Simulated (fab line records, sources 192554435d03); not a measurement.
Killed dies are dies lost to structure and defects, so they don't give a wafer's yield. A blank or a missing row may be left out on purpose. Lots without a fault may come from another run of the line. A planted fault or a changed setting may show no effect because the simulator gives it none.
fab line records | flow n5_finfet
record lots=10 wafers=29 last_day=18
route steps=1938 shown BEOL_M15@1809
lots that met no fault: from a run of the same line without faults
start_h: hours from the record's first day to the start of the lot's first wafer shown | wait_h: hours since the lot's step before | " the same as in the row above | L1.1+2: a row that stands for several wafers | - no value, or no start given | * or withheld: withheld | < > ~ a bound
route shown NAME@n: a module of which the file shows steps, and the number in the route of the first | usual: mean/standard deviation of fault-free wafers | same: alike in all rows | chamber/n: place in a boat | sites: the reading at each site | _std_site: their standard deviation | _edge_site: outer sites' mean less inner sites' | radius_mm: how far each site lies from the wafer's centre | mask NAME#n: copy n | behind: the tool/chamber that last shaped the wafer | hold: why the lot was held/for how many hours/how that ended | device: the transistor (n, p or np) that didn't switch | end of line: the same wafers' tests at the end of the route | a step without rows: its recipe alone | killed: dies lost to structure and defects at the first sort, not the wafer's yield | map: a wafer's dies, x killed, . not, _ none there
set.NAME: the setting as run; set.NAME@STEP: as run at that earlier step | model.NAME: the simulator's own value behind a step, which no gauge read
steps of the route over a sample of lots; a table a step, a row a wafer
services: from which hour (start_h, from the record's first day; less than 0 if before it) a tool's chamber was out of use, for how many hours, and why
## steps
# step N5_BEOL_M15_TRENCH_ETCH_34
# recipe chemistry=C4F8/O2/Ar target=SiO2 target_depth_a=8729.3 he_inner_torr=15 he_outer_torr=30 time_s=199 ion_energy_ev=800 pressure_mtorr=20 source_w=1905 bias_w=2040 Ar_flow_sccm=400 C4F8_flow_sccm=16 O2_flow_sccm=12
# usual drypump_motor_current_A=5.62/0.3 oes_ar_750_au=0.79/0.075 oes_f_703_au=0.79/0.077 oes_product_au=0.79/0.079 rf_vpp_V=2230/29 showerhead_plenum_p_Torr=3.46/0.075 throttle_valve_pct=30.84/0.21
# columns lot.wafer tool chamber start_h wait_h drypump_motor_current_A oes_ar_750_au oes_f_703_au oes_product_au rf_hours_counter_h rf_vpp_V showerhead_plenum_p_Torr throttle_valve_pct
L210.1 rie_diel-05 1 261.71 0.0 5.32 0.81 0.82 0.79 110 2266 3.42 30.42
L210.4 " 2 " " 5.57 0.83 0.82 0.82 75 2264 3.48 30.96
L210.6 " 3 " " 5.56 0.69 0.69 0.67 - 2204 3.38 31.03
L211.2 rie_diel-05 2 262.38 0.0 5.55 0.83 0.82 0.81 76 2262 3.48 30.95
L211.3 " 1 " " 5.30 0.81 0.81 0.79 110 2265 3.42 30.41
L211.5 " 0 " " 6.05 0.73 0.73 0.74 - 2243 3.59 31.00
L213.2 rie_diel-05 2 289.78 0.0 5.55 0.81 0.81 0.82 84 2261 3.48 30.99
L213.5 " 0 " " 6.05 0.73 0.72 0.73 - 2243 3.58 31.01
L213.6 " 1 " " 5.29 0.79 0.80 0.78 - 2265 3.41 30.44
L216.3 rie_diel-05 1 293.77 0.0 5.28 0.79 0.81 0.78 120 2266 3.41 30.43
L216.5 " 3 " " 5.57 0.69 0.68 0.67 - 2204 3.38 31.03
L216.6 " 2 " " 5.54 0.82 0.81 0.80 - 2262 3.48 30.98
L219.3 rie_diel-01 1 324.76 0.0 5.97 0.90 0.91 0.90 25 2241 3.48 30.85
L219.4 " 2 " " 5.27 0.94 0.93 0.92 17 2221 3.38 30.79
L219.6 " 1 " " 5.99 0.90 0.91 0.90 - 2240 3.48 30.85
L222.1 rie_diel-01 2 333.78 0.0 5.26 0.92 0.92 0.92 20 2220 3.38 30.79
L222.3 " 1 " " 5.95 0.89 0.91 0.90 28 2240 3.48 30.86
L222.6 " 2 " " 5.28 0.93 0.93 0.92 - 2221 3.38 30.79
L225.1 rie_diel-01 0 348.75 0.0 6.08 0.81 0.81 0.78 78 2191 3.44 30.76
L225.2 " 2 " " 5.27 0.90 0.91 0.89 30 2221 3.38 30.80
L225.3 " 1 " " 5.96 0.88 0.89 0.88 37 2240 3.47 30.87
L230.2 rie_diel-05 0 376.40 0.0 6.01 0.71 0.70 0.70 228 2241 3.56 31.04
L230.3 " 3 " " 5.54 0.90 0.89 0.91 22 2203 3.37 30.80
L230.6 " 3 " " 5.55 0.89 0.89 0.91 - 2202 3.37 30.81
L231.1 rie_diel-05 2 389.22 0.0 5.57 0.78 0.78 0.77 119 2261 3.46 31.01
L231.4 " 0 " " 6.03 0.71 0.69 0.70 231 2242 3.56 31.02
L231.6 " 0 " " 6.03 0.71 0.69 0.70 - 2241 3.56 31.02
L232.1 rie_diel-05 3 413.84 0.0 5.53 0.87 0.87 0.88 32 2201 3.36 30.82
L232.4 " 2 " " 5.57 0.77 0.78 0.77 126 2258 3.46 31.04
# step N5_BEOL_M15_STRIP_62
# recipe chemistry=O2 power_w=600 temp_c=60 pressure_mtorr=30 rf_frequency_hz=6e+07 bias_power_w=0 overash_fraction=0.3 o2_flow_sccm=225
# usual drypump_motor_current_A=5.6/0.3 oes_product_au=0.81/0.092 rf_vpp_V=3.6/0.45 showerhead_plenum_p_Torr=2.11/0.041 throttle_valve_pct=16.60/0.2
# columns lot.wafer tool chamber start_h wait_h drypump_motor_current_A oes_product_au rf_hours_counter_h rf_vpp_V showerhead_plenum_p_Torr throttle_valve_pct
L210.1 rie_diel-06 3 - - 5.3 0.82 104 3.0 2.03 16.67
L210.4 " 0 " " 5.8 0.71 200 3.6 2.14 16.63
L210.6 " 3 " " 5.3 0.81 - 2.9 2.03 16.67
L211.2 rie_diel-05 1 - - 5.3 0.78 111 3.5 2.11 16.50
L211.3 " 2 " " 5.5 0.81 76 3.4 2.11 16.57
L211.5 " 1 " " 5.3 0.78 - 3.8 2.11 16.51
L213.2 rie_diel-01 2 - - 5.3 0.97 4 3.7 2.07 16.40
L213.5 " 0 " " 6.1 0.82 - 4.1 2.15 16.75
L213.6 " 3 " " 5.8 0.72 - 3.9 2.13 16.46
L216.3 rie_diel-05 1 - - 5.3 0.76 123 4.1 2.11 16.53
L216.5 " 1 " " 5.3 0.76 - 3.1 2.11 16.52
L216.6 " 0 " " 6.0 0.73 - 4.0 2.17 16.63
L219.3 rie_diel-01 3 - - 5.8 0.71 250 3.9 2.13 16.47
L219.4 " 0 " " 6.1 0.81 66 4.3 2.15 16.78
L219.6 " 3 " " 5.7 0.71 - 3.5 2.13 16.48
L222.1 rie_diel-01 1 - - 5.9 0.90 29 4.1 2.16 16.83
L222.3 " 0 " " 6.1 0.80 69 3.0 2.15 16.78
L222.6 " 2 " " 5.3 0.92 - 3.6 2.07 16.42
L225.1 rie_diel-01 0 - - 6.1 0.78 79 4.3 2.14 16.81
L225.2 " 3 " " 5.8 0.99 0 4.1 2.13 15.99
L225.3 " 2 " " 5.3 0.90 31 4.0 2.06 16.43
L230.2 rie_diel-05 1 - - 5.3 0.75 150 3.9 2.10 16.56
L230.3 " 3 " " 5.5 0.91 22 4.0 2.06 16.59
L230.6 " 3 " " 5.5 0.91 - 3.7 2.06 16.59
L231.1 rie_diel-01 1 - - 6.0 0.86 50 4.1 2.16 16.87
L231.4 " 2 " " 5.3 0.88 42 2.9 2.06 16.43
L231.6 " 2 " " 5.3 0.87 - 3.8 2.06 16.47
L232.1 rie_diel-06 0 - - 5.8 0.67 237 3.9 2.13 16.70
L232.4 " 3 " " 5.2 0.77 143 3.5 2.01 16.74
# step N5_BEOL_M15_SPUTTER_44
# recipe material=Ta target_thk_a=150 temp_c=50 bias_v=80 power_w=15000 chamber_pressure_pa=0.07 time_s=24.19
# usual susceptor_temp_C=49.99/0.11 throttle_valve_pct=30.4/0.94
# columns lot.wafer tool chamber start_h wait_h susceptor_temp_C throttle_valve_pct
L210.1 pvd_sputter-02 - 263.28 0.0 49.90 29.9
L210.4 " - " " 49.93 30.4
L210.6 " - " " 49.81 30.7
L211.2 pvd_sputter-03 - 263.81 0.0 50.01 29.5
L211.3 " - " " 49.93 30.8
L211.5 " - " " 49.97 29.7
L213.2 pvd_sputter-03 - 291.95 0.0 49.91 29.6
L213.5 " - " " 49.83 29.3
L213.6 " - " " 50.23 30.9
L216.3 pvd_sputter-01 - 302.34 0.0 49.94 28.7
L216.5 " - " " 49.96 29.7
L216.6 " - " " 49.88 31.0
L219.3 pvd_sputter-03 - 329.61 0.0 50.05 29.3
L219.4 " - " " - 30.9
L219.6 " - " " - 29.5
L222.1 pvd_sputter-03 - 335.59 0.0 50.12 30.8
L222.3 " - " " 49.91 30.8
L222.6 " - " " - 30.6
L225.1 pvd_sputter-01 - 352.82 0.0 50.19 31.3
L225.2 " - " " 50.04 31.7
L225.3 " - " " 49.99 28.4
L230.2 pvd_sputter-02 - 381.23 0.0 49.97 29.9
L230.3 " - " " 50.00 30.0
L230.6 " - " " 50.05 30.1
L231.1 pvd_sputter-02 - 393.62 0.0 49.78 29.9
L231.4 " - " " 50.05 30.4
L231.6 " - " " 49.99 30.6
L232.1 pvd_sputter-01 - 416.36 0.0 50.16 28.3
L232.4 " - " " 49.84 29.7
# step N5_BEOL_M15_SPUTTER_45
# recipe material=Cu target_thk_a=1000 temp_c=-20 bias_v=60 power_w=26000 chamber_pressure_pa=0.13 time_s=16.67
# usual chuck_gas_flow_sccm=1.26/0.055 susceptor_temp_C=-19.98/0.1 throttle_valve_pct=30.3/0.97
# columns lot.wafer tool chamber start_h wait_h chuck_gas_flow_sccm susceptor_temp_C throttle_valve_pct
L210.1 pvd_sputter-02 - 263.36 0.0 1.31 -20.06 30.1
L210.4 " - " " 1.24 -19.99 30.5
L210.6 " - " " 1.33 -19.91 30.6
L211.2 pvd_sputter-03 - 263.89 0.0 1.26 -19.98 29.7
L211.3 " - " " 1.31 -19.91 30.8
L211.5 " - " " 1.19 -20.00 29.2
L213.2 pvd_sputter-03 - 292.03 0.0 1.28 -19.99 29.3
L213.5 " - " " 1.25 -19.94 29.3
L213.6 " - " " 1.24 -19.95 30.8
L216.3 pvd_sputter-01 - 302.42 0.0 1.17 -19.81 28.6
L216.5 " - " " 1.27 -19.94 29.9
L216.6 " - " " 1.14 -19.91 31.2
L219.3 pvd_sputter-03 - 329.69 0.0 1.26 -19.99 29.3
L219.4 " - " " 1.28 -19.87 30.9
L219.6 " - " " 1.19 -20.14 29.5
L222.1 pvd_sputter-03 - 335.67 0.0 1.28 -20.00 30.9
L222.3 " - " " 1.22 -19.93 30.9
L222.6 " - " " 1.34 -20.07 31.0
L225.1 pvd_sputter-01 - 352.90 0.0 1.20 -20.13 31.1
L225.2 " - " " 1.28 -20.09 31.5
L225.3 " - " " 1.32 -19.87 28.5
L230.2 pvd_sputter-02 - 381.31 0.0 1.26 -20.00 30.0
L230.3 " - " " 1.14 -20.15 30.2
L230.6 " - " " 1.27 -20.02 29.9
L231.1 pvd_sputter-02 - 393.70 0.0 1.32 -20.08 29.6
L231.4 " - " " 1.31 -19.75 30.5
L231.6 " - " " 1.32 -19.97 30.3
L232.1 pvd_sputter-01 - 416.44 0.0 1.24 -20.07 28.3
L232.4 " - " " 1.31 -19.99 29.9
# step N5_BEOL_M15_CMP_49
# recipe stop_on=SiO2 t_overpolish_s=4.9 down_force_psi=2 platen_rpm=80 clearing_platen_down_force_psi=2 clearing_platen_rpm=80 post_cmp_clean=cu_alkaline target_thk_nm=850 clearing_platen_pad_velocity_m_s=1.5917 pad_velocity_m_s=1.5917
# usual barrier_field_endpoint_s=11.30/0.28 head_pressure_psi=2.000/0.0043 motor_current_A=7.9/0.95
# columns lot.wafer tool chamber start_h wait_h barrier_field_endpoint_s head_pressure_psi motor_current_A
L210.4 cmp-01 2 264.02 0.1 11.70 1.999 7.1
L210.1 " 1 " " 11.22 2.002 7.3
L210.6 " 2 " " 11.45 2.003 7.1
L211.2 cmp-01 1 264.64 0.3 11.46 2.003 7.5
L211.3 " 2 " " 11.67 2.002 7.1
L211.5 " 3 " " 11.70 1.997 9.1
L213.2 cmp-01 1 293.17 0.3 11.22 2.001 7.1
L213.5 " 2 " " 11.29 1.994 7.0
L213.6 " 3 " " 11.06 1.995 9.0
L216.3 cmp-03 3 303.22 0.2 11.26 1.999 7.1
L216.5 " 3 " " 11.65 1.999 7.0
L216.6 " 0 " " 11.21 2.002 7.1
L219.3 cmp-03 1 330.35 0.2 11.25 2.002 9.1
L219.4 " 3 " " 10.23 2.006 7.4
L219.6 " 1 " " 10.00 1.999 9.4
L222.3 cmp-03 1 336.56 0.4 10.82 2.007 9.4
L222.1 " 3 " " 11.56 2.000 6.9
L222.6 " 2 " " 9.57 1.993 8.0
L225.3 cmp-01 0 353.56 0.2 11.45 2.004 7.8
L225.2 " 1 " " 11.42 2.002 7.3
L225.1 " 3 " " 11.26 2.002 9.2
L230.3 cmp-03 2 382.26 0.2 11.57 2.003 8.2
L230.2 " 3 " " 11.90 2.000 6.9
L230.6 " 2 " " 11.29 2.008 8.0
L231.4 cmp-03 0 394.36 0.1 11.30 2.000 6.9
L231.1 " 1 " " 11.02 2.004 9.2
L231.6 " 0 " " 11.23 2.002 6.1
L232.4 cmp-04 1 418.29 0.2 11.14 2.007 7.9
L232.1 " 3 " " 10.76 2.003 8.4
## services
# columns tool chamber start_h hours kind
cmp-01 - 249.01 5.0 pm
cmp-04 - 249.41 4.6 pm
cmp-01 - 258.07 4.0 repair
pvd_sputter-01 - 260.51 3.0 repair
rie_diel-06 0 274.36 3.1 repair
cmp-04 - 293.47 3.0 repair
rie_diel-06 3 294.02 4.3 repair
cmp-04 - 297.69 3.6 repair
rie_diel-05 3 300.48 - clean
rie_diel-05 3 300.48 - consumable_replace:focus_ring
cmp-03 - 310.81 1.6 repair
cmp-03 - 316.38 4.0 pm
cmp-04 - 326.54 7.1 pm
rie_diel-06 - 331.77 14.6 pm
cmp-04 - 336.19 2.5 repair
cmp-03 - 343.22 4.0 pm
cmp-04 - 348.12 2.1 repair
cmp-03 - 362.01 5.8 pm
cmp-03 - 384.48 1.9 repair
cmp-04 - 390.05 1.7 repair
pvd_sputter-03 - 393.46 7.6 repair
pvd_sputter-01 - 395.24 4.6 repair
cmp-04 - 403.52 1.9 repair
rie_diel-05 1 406.43 4.8 repair
## key
first_sign step=N5_BEOL_M15_CMP_49 reading=barrier_field_endpoint_s direction=down sigmas=4.9 usual=11.30 struck=9.93
effect none on later readings
met_at N5_BEOL_M15_SPUTTER_44
struck_lots L219,L222
struck_wafers L219.4,L219.6,L222.6
not_acting_at N5_BEOL_M15_TRENCH_ETCH_34,N5_BEOL_M15_STRIP_62,N5_BEOL_M15_SPUTTER_45
onset_between 291.95 329.61
fault kind=process_parameter_drift tool=pvd_sputter-03 chamber=- onset_h=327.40 steps=N5_BEOL_M15_SPUTTER_44 channel=time_s offset=* shape=step end_h=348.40 scope=struck_wafers_only acts_in=* stated=*
